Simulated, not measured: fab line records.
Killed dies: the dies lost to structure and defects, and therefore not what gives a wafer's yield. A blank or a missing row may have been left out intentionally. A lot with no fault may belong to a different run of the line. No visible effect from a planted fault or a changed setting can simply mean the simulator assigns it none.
fab line records	flow nand-harc
record: lots: 6	wafers: 18	last-day: 26
route steps=1159 shown P_BONDPAD@364 END@1159
lots that met no fault: from a run of the same line without faults
start-h: hours from the record's first day to the start of the lot's first wafer shown	wait-h: time in hours since the lot's previous step	" repeats the value in the row above	L1.1+2: a single row standing in for several wafers	- no value, or no start given	* or withheld: withheld	< > ~ a bound
route shown NAME@n: NAME is a module with steps in the file, n the number in the route of the first one	usual: the fault-free wafers' mean and standard deviation	same: alike in all rows	chamber/n: place in a boat	sites: per-site readings	_std_site: how widely they spread, as a standard deviation	_edge_site: mean of outer sites minus mean of inner sites	radius-mm: how far each site lies from the wafer's centre	mask NAME#n: copy n	behind: the last tool/chamber to shape the wafer	hold: why the lot went on hold/how many hours it stayed there/how the hold came to an end	device: the transistor (n, p or np) that didn't switch	end of line: the route-end tests of the same wafers	a step given without rows: its recipe and nothing more	killed: dies that structure and defects cost at the first sort, which is not the same as the wafer's yield	map: a wafer's dies, x killed, . not, _ none there
set.NAME: the setting the step ran with; set.NAME@STEP: the setting that earlier step ran with	model.NAME: the simulator's own value behind a step, which no gauge read
lots at some steps of the route; a table a step, a row a wafer
services: from which hour (start-h, from the record's first day; less than 0 if before it) a tool's chamber was out of use, for how many hours, and why
== steps ==
step: NHARC_P_BONDPAD_CD_MEAS_09
recipe: target-cd-nm: 500	landing-energy-ev: 500
usual: cd-nm: 500.1/1.4
same: landing-energy-ev: 500
lot.wafer	tool	chamber	start-h	wait-h	cd-nm
L168.1	cd-sem-03	0	140.80	-	500.5
L168.4	"	0	"	"	500.2
L168.5	"	0	"	"	498.6
L169.2	cd-sem-01	0	142.07	-	500.0
L169.5	"	0	"	"	501.1
L169.6	"	0	"	"	499.1
L171.2	cd-sem-01	0	150.30	-	498.3
L171.3	"	0	"	"	499.0
L171.6	"	0	"	"	498.7
L172.1	cd-sem-01	0	157.43	-	502.2
L172.2	"	0	"	"	500.0
L172.3	"	0	"	"	500.9
L176.1	cd-sem-01	0	182.54	-	502.4
L176.2	"	0	"	"	502.2
L176.4	"	0	"	"	502.9
L190.1	cd-sem-02	0	275.09	-	498.0
L190.2	"	0	"	"	499.5
L190.5	"	0	"	"	497.9
step: NHARC_P_BONDPAD_OVL_MEAS_38
usual: overlay-x-nm: 1/5.9	overlay-y-nm: 0/6.9
lot.wafer	tool	chamber	start-h	wait-h	overlay-x-nm	overlay-y-nm
L168.1	overlay-02	-	140.89	-	-3	7
L168.4	"	-	"	"	-4	8
L168.5	"	-	"	"	-3	7
L169.2	overlay-01	-	142.15	-	-8	-4
L169.5	"	-	"	"	-8	-4
L169.6	"	-	"	"	-8	-4
L171.2	overlay-01	-	150.40	-	3	8
L171.3	"	-	"	"	3	7
L171.6	"	-	"	"	3	8
L172.1	overlay-01	-	157.52	-	-4	2
L172.2	"	-	"	"	-4	2
L172.3	"	-	"	"	-4	2
L176.1	overlay-02	-	182.63	-	4	-5
L176.2	"	-	"	"	4	-5
L176.4	"	-	"	"	4	-4
L190.1	overlay-02	-	275.18	-	-7	-3
L190.2	"	-	"	"	-6	-4
L190.5	"	-	"	"	-7	-3
step: NHARC_P_BONDPAD_HARDBAKE_10
recipe: temp-c: 118	time-s: 65
step: NHARC_P_BONDPAD_DESCUM_11
recipe: time-s: 3	o2-flow-sccm: 200	ar-flow-sccm: 0	bias-power-w: 0	chemistry: O2
usual: chamber-pressure-mTorr: 60.00/0.055	drypump-motor-current-A: 5.46/0.27	oes-product-au: 1.000/0.008	rf-vpp-V: 57.9/0.87	showerhead-plenum-p-Torr: 1.93/0.074	throttle-valve-pct: 11.312/0.0082
same: bias-power-w: 0
lot.wafer	tool	chamber	start-h	wait-h	chamber-pressure-mTorr	drypump-motor-current-A	oes-product-au	rf-hours-counter-h	rf-vpp-V	showerhead-plenum-p-Torr	throttle-valve-pct
L168.1	rie-diel-08	3	141.19	-	60.11	5.51	0.998	1	57.2	1.98	11.320
L168.4	"	0	"	"	60.00	5.31	0.994	0	58.4	1.90	11.310
L168.5	"	1	"	"	60.07	5.15	0.997	-	57.9	1.96	11.297
L169.2	rie-diel-08	1	142.29	-	59.90	5.18	1.009	1	57.8	1.96	11.314
L169.5	"	3	"	"	60.02	5.48	0.998	-	59.5	1.98	11.300
L169.6	"	0	"	"	59.94	5.28	0.991	-	56.8	1.90	11.304
L171.3	rie-diel-11	1	150.53	-	59.94	5.67	1.013	49	58.0	1.95	11.311
L171.2	"	2	"	"	60.03	5.75	1.011	47	57.3	1.89	11.314
L171.6	"	0	"	"	60.12	5.50	1.001	-	56.4	1.81	11.305
L172.1	rie-diel-08	0	157.64	-	59.94	5.31	1.000	3	58.9	1.90	11.302
L172.3	"	2	"	"	60.05	5.93	1.003	3	58.1	2.05	11.313
L172.2	"	3	"	"	59.99	5.49	0.989	3	56.6	1.98	11.333
L176.4	rie-diel-11	3	182.76	-	59.92	5.73	1.009	56	57.2	1.88	11.315
L176.1	"	0	"	"	60.01	5.49	1.011	56	56.8	1.81	11.307
L176.2	"	2	"	"	59.98	5.75	1.010	57	57.1	1.88	11.305
L190.1	rie-diel-08	2	275.32	-	60.05	5.89	1.015	13	57.8	2.05	11.307
L190.2	"	3	"	"	60.12	5.49	0.997	14	56.8	1.98	11.318
L190.5	"	0	"	"	60.02	5.32	1.001	-	58.9	1.89	11.306
step: NHARC_P_BONDPAD_ETCH_37
recipe: target-depth-a: 600	overetch-a: 180	time-s: 65.91	ion-energy-ev: 200	n2-flow-sccm: 150	h2-flow-sccm: 150	ar-flow-sccm: 0	rf-w: 400	bias-w: 150	chemistry: N2/H2
step: NHARC_P_BONDPAD_ETCH_12
recipe: target-depth-a: 2000	time-s: 100	chf3-flow-sccm: 50	o2-flow-sccm: 10	ar-flow-sccm: 200	rf-w: 500	bias-w: 200	chemistry: CHF3/O2
usual: chamber-pressure-mTorr: 24.998/0.022	drypump-motor-current-A: 5.47/0.29	oes-product-au: 0.951/0.024	rf-vpp-V: 371.2/2.1	showerhead-plenum-p-Torr: 2.43/0.09	throttle-valve-pct: 20.572/0.0091
lot.wafer	tool	chamber	start-h	wait-h	chamber-pressure-mTorr	drypump-motor-current-A	oes-product-au	rf-hours-counter-h	rf-vpp-V	showerhead-plenum-p-Torr	throttle-valve-pct
L168.1	rie-diel-08	0	-	-	24.956	5.30	0.974	0	369.9	2.38	20.563
L168.4	"	2	"	"	24.992	5.90	0.958	1	374.2	2.57	20.571
L168.5	"	0	"	"	25.020	5.32	0.973	-	370.9	2.38	20.563
L169.2	rie-diel-08	0	-	-	25.023	5.31	0.955	1	370.8	2.38	20.582
L169.6	"	3	"	"	24.993	5.47	0.956	-	372.2	2.48	20.569
L169.5	"	0	"	"	25.009	5.32	0.959	-	369.9	2.38	20.560
L171.3	rie-diel-11	1	-	-	25.016	5.66	0.929	49	372.7	2.44	20.557
L171.2	"	2	"	"	24.999	5.77	0.939	47	370.6	2.37	20.570
L171.6	"	0	"	"	25.035	5.50	0.927	-	369.0	2.28	20.566
L172.3	rie-diel-08	1	-	-	25.007	5.17	0.961	3	372.9	2.46	20.569
L172.1	"	2	"	"	25.002	5.89	0.977	3	374.3	2.57	20.573
L172.2	"	3	"	"	25.021	5.47	0.967	3	371.7	2.48	20.569
L176.2	rie-diel-11	1	-	-	25.003	5.71	0.938	59	372.6	2.44	20.577
L176.4	"	2	"	"	24.985	5.76	0.930	58	370.8	2.37	20.560
L176.1	"	3	"	"	24.994	5.76	0.923	56	369.6	2.36	20.577
L190.2	rie-diel-08	2	-	-	25.003	5.91	0.977	13	373.2	2.56	20.576
L190.1	"	1	"	"	25.005	5.17	0.970	14	372.0	2.45	20.567
L190.5	"	2	"	"	24.984	5.91	0.991	-	372.4	2.56	20.565
step: NHARC_P_BONDPAD_CD_MEAS_13
usual: cd-nm: 499.6/1.5
lot.wafer	tool	chamber	start-h	wait-h	cd-nm
L168.1	cd-sem-03	-	141.55	-	500.0
L168.4	"	-	"	"	499.9
L168.5	"	-	"	"	498.1
L169.2	cd-sem-03	-	142.59	-	500.2
L169.5	"	-	"	"	500.4
L169.6	"	-	"	"	498.1
L171.2	cd-sem-03	-	150.85	-	497.2
L171.3	"	-	"	"	498.8
L171.6	"	-	"	"	498.4
L172.1	cd-sem-03	-	157.97	-	502.0
L172.2	"	-	"	"	499.6
L172.3	"	-	"	"	501.2
L176.1	cd-sem-03	-	183.23	-	501.7
L176.2	"	-	"	"	502.8
L176.4	"	-	"	"	502.6
L190.1	cd-sem-02	-	275.62	-	496.5
L190.2	"	-	"	"	498.6
L190.5	"	-	"	"	498.3
step: NHARC_P_BONDPAD_STRIP_15
recipe: o2-flow-sccm: 500	ar-flow-sccm: 0	bias-w: 0	chemistry: O2
usual: chamber-pressure-mTorr: 60.00/0.065	drypump-motor-current-A: 5.50/0.27	oes-product-au: 1.002/0.0087	rf-vpp-V: 57.9/0.89	showerhead-plenum-p-Torr: 3.58/0.12	throttle-valve-pct: 17.035/0.0089
lot.wafer	tool	chamber	start-h	wait-h	chamber-pressure-mTorr	drypump-motor-current-A	oes-product-au	rf-hours-counter-h	rf-vpp-V	showerhead-plenum-p-Torr	throttle-valve-pct
L168.4	rie-diel-08	2	141.64	0.1	60.14	5.92	1.000	1	59.3	3.76	17.027
L168.1	"	0	"	"	60.09	5.31	0.997	1	57.6	3.50	17.040
L168.5	"	3	"	"	59.91	5.50	0.991	-	58.4	3.65	17.025
L169.2	rie-diel-08	3	142.68	0.1	60.09	5.50	0.990	1	58.1	3.65	17.011
L169.5	"	2	"	"	59.96	5.90	0.976	-	57.7	3.76	17.031
L169.6	"	3	"	"	60.05	5.49	0.998	-	58.8	3.65	17.006
L171.3	rie-diel-11	1	150.98	0.1	59.96	5.69	1.007	49	56.7	3.59	17.032
L171.2	"	2	"	"	59.98	5.79	0.999	47	57.2	3.48	17.033
L171.6	"	0	"	"	60.07	5.47	1.016	-	58.0	3.35	17.030
L172.1	rie-diel-09	1	158.05	0.1	59.94	5.43	1.002	26	57.0	3.29	17.034
L172.2	"	2	"	"	60.00	5.28	0.991	26	56.8	3.58	17.027
L172.3	"	0	"	"	59.96	4.82	0.998	28	56.6	3.38	17.036
L176.2	rie-diel-08	0	183.32	0.1	60.05	5.35	0.998	5	59.1	3.50	17.022
L176.1	"	1	"	"	59.97	5.17	0.999	5	58.5	3.61	17.058
L176.4	"	2	"	"	60.02	5.93	0.993	5	59.1	3.76	17.032
L190.2	rie-diel-09	3	275.73	0.1	60.00	5.28	1.007	3	59.0	3.55	17.045
L190.1	"	0	"	"	60.05	4.82	1.005	3	57.4	3.36	17.042
L190.5	"	2	"	"	60.04	5.28	1.000	-	58.2	3.56	17.041
step: NHARC_P_BONDPAD_ETCH_24
recipe: target-depth-a: 300	over-etch-frac: 0.3	time-s: 72.99	ion-energy-ev: 150	cf4-flow-sccm: 50	n2-flow-sccm: 100	ar-flow-sccm: 150	rf-w: 300	bias-w: 100	chemistry: CF4/N2
step: NHARC_P_BONDPAD_STRIP_16
recipe: time-s: 600	temp-c: 30	chemistry: post-etch-residue-remover
step: NHARC_P_BONDPAD_DEGAS_25
recipe: temp-c: 300	time-s: 60
usual: heater-power-w: 485/42
lot.wafer	tool	chamber	start-h	wait-h	heater-power-w
L168.4	pvd-sputter-01	-	142.19	-	521
L168.1	"	-	"	"	480
L168.5	"	-	"	"	533
L169.2	pvd-sputter-01	-	143.23	-	459
L169.5	"	-	"	"	515
L169.6	"	-	"	"	483
L171.2	pvd-sputter-03	-	151.52	-	487
L171.3	"	-	"	"	525
L171.6	"	-	"	"	394
L172.2	pvd-sputter-03	-	158.71	-	521
L172.1	"	-	"	"	525
L172.3	"	-	"	"	407
L176.4	pvd-sputter-03	-	183.86	-	395
L176.1	"	-	"	"	538
L176.2	"	-	"	"	477
L190.1	pvd-sputter-01	-	276.25	-	481
L190.2	"	-	"	"	464
L190.5	"	-	"	"	492
step: NHARC_P_BONDPAD_PRE_CLEAN_26
recipe: time-s: 30	temp-c: 280	gas: H2/He
usual: heater-power-w: 427/38
lot.wafer	tool	chamber	start-h	wait-h	heater-power-w
L168.4	pvd-sputter-01	-	-	-	421
L168.1	"	-	"	"	416
L168.5	"	-	"	"	411
L169.2	pvd-sputter-01	-	-	-	461
L169.5	"	-	"	"	416
L169.6	"	-	"	"	461
L171.3	pvd-sputter-03	-	-	-	456
L171.2	"	-	"	"	418
L171.6	"	-	"	"	355
L172.1	pvd-sputter-03	-	-	-	451
L172.2	"	-	"	"	349
L172.3	"	-	"	"	460
L176.1	pvd-sputter-03	-	-	-	357
L176.4	"	-	"	"	455
L176.2	"	-	"	"	459
L190.2	pvd-sputter-01	-	-	-	424
L190.1	"	-	"	"	448
L190.5	"	-	"	"	445
step: NHARC_P_BONDPAD_PVD_17
recipe: target-thk-a: 50	bias-v: 168.6	power-w: 15000	chamber-pressure-pa: 0.12	time-s: 8.06	substrate-temp-c: 50	material: TaN
usual: throttle-valve-pct: 29.8/1
lot.wafer	tool	chamber	start-h	wait-h	throttle-valve-pct
L168.1	pvd-sputter-01	-	142.30	-	29.4
L168.4	"	-	"	"	30.7
L168.5	"	-	"	"	30.6
L169.2	pvd-sputter-01	-	143.40	-	30.8
L169.5	"	-	"	"	28.3
L169.6	"	-	"	"	31.0
L171.3	pvd-sputter-03	-	151.63	-	29.2
L171.2	"	-	"	"	30.3
L171.6	"	-	"	"	31.1
L171.3	pvd-sputter-03	-	151.90	-	29.0
L171.2	"	-	"	"	30.6
L171.6	"	-	"	"	30.9
L172.1	pvd-sputter-03	-	158.84	-	29.1
L172.3	"	-	"	"	31.1
L172.2	"	-	"	"	30.4
L172.1	pvd-sputter-03	-	159.11	-	29.2
L172.3	"	-	"	"	31.2
L172.2	"	-	"	"	30.2
L176.4	pvd-sputter-03	-	183.98	-	31.4
L176.2	"	-	"	"	30.4
L176.1	"	-	"	"	29.1
L190.1	pvd-sputter-01	-	276.36	-	28.2
L190.2	"	-	"	"	31.2
L190.5	"	-	"	"	30.9
step: NHARC_P_BONDPAD_PVD_27
recipe: target-thk-a: 300	chamber-pressure-pa: 5	power-w: 5000	substrate-temp-c: 30	time-s: 20.49	material: Cu
step: NHARC_END_SORT_01
recipe: temp-c: 25
usual: defect-limited-yield: 95.4/1.6	killed-at-array: 28/11	killed-at-other: 0.9/1.2	killed-at-periphery: 2.6/2.1	killed-dies: 31/11	killed-open: 3.1/1.7	killed-short: 1.9/1.3	sort_bin_2_pct: 1.5/0.64	sort_bin_3_pct: 0.26/0.21	sort_bin_4_pct: 2.9/1.1	sort-n-pass: 646/11	sort-rim-yield-pct: 96.4/2.3	sort-yield-pct: 95.4/1.6
same: gross-dies: 677	sort_bin_5_pct[%]: 0	sort_bin_6_pct[%]: 0	sort_bin_7_pct[%]: 0	sort_bin_8_pct[%]: 0	sort-rim-n-gross: 106.00
lot.wafer	tool	chamber	start-h	wait-h	defect-limited-yield[%]	killed-at-array	killed-at-other	killed-at-periphery	killed-dies	killed-open	killed-short	sort_bin_2_pct[%]	sort_bin_3_pct[%]	sort_bin_4_pct[%]	sort-n-pass	sort-rim-yield-pct[%]	sort-yield-pct[%]
L169.2	prober-02	0	485.04	2.8	96.2	23	2	1	26	3	3	1.3	0	2.5	651	95.3	96.2
L169.5	prober-02	0	487.44	3.7	98.2	9	1	2	12	1	2	0.3	0.30	1.2	665	95.3	98.2
L169.6	prober-02	0	488.24	4.0	97.5	16	1	0	17	1	2	0.4	0.15	1.9	660	95.3	97.5
L168.1	prober-01	0	491.82	2.5	93.5	40	2	2	44	2	2	1.8	0.15	4.6	633	94.3	93.5
L168.4	prober-01	0	494.29	3.5	93.9	36	3	2	41	4	1	1.9	0	4.1	636	95.3	93.9
L168.5	prober-01	0	495.11	3.8	94.1	35	2	3	40	2	1	2.2	0.44	3.2	637	93.4	94.1
L172.1	prober-01	0	501.30	2.6	95.3	27	0	5	32	1	4	1.2	0.30	3.2	645	96.2	95.3
L172.2	prober-01	0	502.10	2.8	96.0	25	0	2	27	1	5	1.3	0.15	2.5	650	91.5	96.0
L172.3	prober-01	0	502.90	3.1	96.9	19	1	1	21	3	2	1.0	0.44	1.6	656	93.4	96.9
L171.2	prober-02	0	511.19	2.8	94.5	34	0	3	37	2	1	1.3	0.44	3.7	640	97.2	94.5
L171.3	prober-02	0	511.99	3.1	95.4	29	0	2	31	1	0	1.6	0.44	2.5	646	94.3	95.4
L171.6	prober-02	0	514.37	4.0	95.3	29	2	1	32	2	1	1.8	0	3.0	645	100.0	95.3
L176.1	prober-01	0	556.79	2.5	97.9	13	0	1	14	3	3	0.7	0.15	1.2	663	98.1	97.9
L176.2	prober-01	0	557.59	2.8	96.5	15	4	5	24	3	3	0.7	0.30	2.5	653	97.2	96.5
L176.4	prober-01	0	559.19	3.4	97.3	15	1	2	18	5	1	0.9	0.15	1.6	659	98.1	97.3
killed by level:class
L169.2 A_SLIT:chamber-film-flake=5 A_CHANNEL_HOLE_D1:chamber-film-flake=3 A_STAIRCASE:chamber-film-flake=3 A_BLC:chamber-film-flake=3 A_WL_FILL:chamber-film-flake=2 A_CONTACT:chamber-film-flake=2 A_ONON_D1:geometric-particle:open=1 A_ONON_D1:geometric-particle:short=1
L169.5 A_CHANNEL_HOLE_D1:chamber-film-flake=2 A_CONTACT:chamber-film-flake=2 A_ONON_D1:geometric-particle:short=1 A_WL_FILL:geometric-particle:short=1 A_M0:geometric-particle:open=1 A_WL_FILL:chamber-film-flake=1 P_GATE:chamber-film-flake=1 P_BONDPAD:chamber-film-flake=1
L169.6 A_SLIT:chamber-film-flake=4 A_STAIRCASE:chamber-film-flake=3 A_CONTACT:chamber-film-flake=3 A_WL_FILL:chamber-film-flake=2 A_ONON_D1:geometric-particle:short=1 A_CHANNEL_HOLE_D1:geometric-particle:short=1 A_CONTACT:geometric-particle:open=1 A_CHANNEL_HOLE_D1:chamber-film-flake=1
L168.1 A_CHANNEL_HOLE_D1:chamber-film-flake=14 A_STAIRCASE:chamber-film-flake=7 A_SLIT:chamber-film-flake=5 A_CHANNEL_FILL_D1:chamber-film-flake=5 A_CONTACT:chamber-film-flake=3 A_BLC:chamber-film-flake=3 THIN_TSV:chamber-film-flake=2 P_GATE:geometric-particle:short=1
L168.4 A_CHANNEL_HOLE_D1:chamber-film-flake=14 A_STAIRCASE:chamber-film-flake=9 A_SLIT:chamber-film-flake=5 THIN_TSV:chamber-film-flake=3 A_CHANNEL_FILL_D1:chamber-film-flake=2 A_CONTACT:chamber-film-flake=2 P_GATE:geometric-particle:open=1 A_CHANNEL_HOLE_D1:geometric-particle:short=1
L168.5 A_CHANNEL_HOLE_D1:chamber-film-flake=15 A_STAIRCASE:chamber-film-flake=7 A_SLIT:chamber-film-flake=4 P_ZERO_WELL:chamber-film-flake=2 A_CHANNEL_FILL_D1:chamber-film-flake=2 A_CONTACT:chamber-film-flake=2 THIN_TSV:chamber-film-flake=2 A_CHANNEL_HOLE_D1:geometric-particle:open=1
L172.1 A_SLIT:chamber-film-flake=8 A_STAIRCASE:chamber-film-flake=7 P_CONTACT:chamber-film-flake=3 A_ZERO_WELL:chamber-film-flake=3 A_CHANNEL_HOLE_D1:chamber-film-flake=2 A_CONTACT:chamber-film-flake=2 P_M2:geometric-particle:short=1 A_SOURCE_PLATE:geometric-particle:open=1
L172.2 A_SLIT:chamber-film-flake=9 A_STAIRCASE:chamber-film-flake=4 A_ZERO_WELL:chamber-film-flake=3 A_CONTACT:chamber-film-flake=3 A_ONON_D1:geometric-particle:short=2 A_M1:geometric-particle:short=2 P_CONTACT:geometric-particle:open=1 A_WL_FILL:geometric-particle:short=1
L172.3 A_SLIT:chamber-film-flake=7 A_CHANNEL_FILL_D1:geometric-particle:short=2 A_CHANNEL_FILL_D1:geometric-particle:open=2 A_ZERO_WELL:chamber-film-flake=2 A_STAIRCASE:chamber-film-flake=2 A_ONON_D1:geometric-particle:open=1 P_CONTACT:chamber-film-flake=1 A_CHANNEL_HOLE_D1:chamber-film-flake=1
L171.2 A_CHANNEL_HOLE_D1:chamber-film-flake=14 A_SLIT:chamber-film-flake=8 A_CONTACT:chamber-film-flake=5 A_WL_FILL:chamber-film-flake=4 P_M0:geometric-particle:short=1 A_SGD_CUT:geometric-particle:open=1 A_SLIT:geometric-particle:open=1 P_GATE:chamber-film-flake=1
L171.3 A_CHANNEL_HOLE_D1:chamber-film-flake=15 A_SLIT:chamber-film-flake=4 A_STAIRCASE:chamber-film-flake=3 A_WL_FILL:chamber-film-flake=3 A_CONTACT:chamber-film-flake=3 P_STI:chamber-film-flake=2 A_BLC:geometric-particle:open=1
L171.6 A_CHANNEL_HOLE_D1:chamber-film-flake=14 A_SLIT:chamber-film-flake=10 A_CONTACT:chamber-film-flake=2 THIN_TSV:chamber-film-flake=2 P_CONTACT:geometric-particle:open=1 A_ONON_D1:geometric-particle:short=1 A_BLC:geometric-particle:open=1 A_STAIRCASE:chamber-film-flake=1
L176.1 A_CHANNEL_HOLE_D1:chamber-film-flake=3 A_CONTACT:geometric-particle:short=2 A_CONTACT:chamber-film-flake=2 A_ONON_D1:geometric-particle:open=1 A_CHANNEL_FILL_D1:geometric-particle:short=1 A_WL_FILL:geometric-particle:open=1 A_CONTACT:geometric-particle:open=1 P_M0:chamber-film-flake=1
L176.2 A_CHANNEL_HOLE_D1:chamber-film-flake=4 THIN_TSV:chamber-film-flake=4 A_ZERO_WELL:chamber-film-flake=3 P_CONTACT:geometric-particle:open=1 A_CHANNEL_FILL_D1:geometric-particle:short=1 A_WL_FILL:geometric-particle:short=1 A_CONTACT:geometric-particle:open=1 A_M0:geometric-particle:open=1
L176.4 A_CHANNEL_HOLE_D1:chamber-film-flake=5 A_WL_FILL:chamber-film-flake=3 P_CONTACT:geometric-particle:open=2 A_CONTACT:chamber-film-flake=2 A_CHANNEL_FILL_D1:geometric-particle:open=1 A_WL_FILL:geometric-particle:open=1 A_CONTACT:geometric-particle:open=1 A_CONTACT:geometric-particle:short=1
== services ==
tool	chamber	start-h	hours	kind
pvd-sputter-01	-	124.79	1.1	repair
rie-diel-08	-	124.84	9.0	pm
rie-diel-08	0	124.84	9.0	vent-cycle
rie-diel-08	1	124.84	9.0	vent-cycle
rie-diel-08	2	124.84	9.0	vent-cycle
rie-diel-08	3	124.84	9.0	vent-cycle
rie-diel-08	0	133.84	-	clean
rie-diel-08	1	133.84	-	clean
rie-diel-08	2	133.84	-	clean
rie-diel-08	3	133.84	-	clean
rie-diel-11	0	136.05	3.2	repair
rie-diel-09	1	136.78	2.4	repair
pvd-sputter-01	-	158.00	10.0	pm
rie-diel-08	0	158.37	-	clean
rie-diel-08	1	158.37	-	clean
rie-diel-08	2	158.37	-	clean
rie-diel-08	3	158.37	-	clean
rie-diel-08	-	159.65	0.1	repair
rie-diel-08	0	182.87	-	clean
rie-diel-11	-	189.65	9.0	pm
pvd-sputter-03	-	204.12	0.7	repair
rie-diel-11	1	241.89	9.1	repair
rie-diel-09	-	254.15	9.0	pm
rie-diel-08	2	258.79	7.1	repair
== key ==
first-sign: step: NHARC_P_BONDPAD_PVD_17	reading: visit	direction: added
effect none on later readings
met-at NHARC_P_BONDPAD_PVD_17
struck-wafers L171.2,L171.3,L171.6,L172.1,L172.2,L172.3
fault: kind: repeated-step-whole	tool: pvd-sputter-01,pvd-sputter-02,pvd-sputter-03	chamber: -	onset-h: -	steps: NHARC_P_BONDPAD_PVD_17	times: 1	scope: struck-lots-only
